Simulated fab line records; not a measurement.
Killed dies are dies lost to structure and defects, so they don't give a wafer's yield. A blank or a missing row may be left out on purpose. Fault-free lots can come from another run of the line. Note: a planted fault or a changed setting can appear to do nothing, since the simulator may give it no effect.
Matching of chambers ; flow n5 finfet ; N5_ZERO_LAYER_DESCUM_16 on rie diel-01: 4 sister chambers
The step chemistry O2, time 7.9 s. 8 wafers are shown with their chamber, then 8 later ones without.

## WAFERS, EACH WITH ITS CHAMBER
wafer;chamber;showerhead plenum p Torr (Torr);drypump motor current A (A)
L082.1;0;2.22;5.1
L088.5;0;2.21;5.2
L089.4;2;2.13;5.4
L089.5;2;2.13;5.4
L090.1;3;2.04;6.3
L090.2;1;2.09;5.6
L090.5;3;2.04;6.3
L092.2;1;2.09;5.7

## WAFERS WHOSE CHAMBER IS MISSING
wafer;showerhead plenum p Torr (Torr);drypump motor current A (A)
L092.5;2.04;6.3
L092.6;2.21;5.1
L095.1;2.12;5.4
L095.3;2.21;5.1
L095.4;2.09;5.6
L097.2;2.21;5.1
L097.5;2.04;6.3
L097.6;2.21;5.1

## THE CHAMBER EACH PASSED THROUGH
wafer;from the rows above;in truth
L092.5;3;3
L092.6;0;0
L095.1;2;2
L095.3;0;0
L095.4;1;1
L097.2;0;0
L097.5;3;3
L097.6;0;0
8 of 8 placed correctly. Left unplaced by these rows: 0. Number placed wrongly: 0.
How it was worked out, from the rows above alone: a wafer's distance from a chamber is the root of the sum, over the readings, of the square of ((its reading less the chamber's mean) divided by the reading's scatter). If the next closest chamber is less than 2 further off than the closest, the wafer can't be placed; otherwise it belongs to the closest. Each chamber's mean is taken over the wafers shown for it. The scatter is the square root of a quotient: the sum, over the shown wafers, of each reading's squared deviation from its chamber's mean, divided by wafers minus chambers.
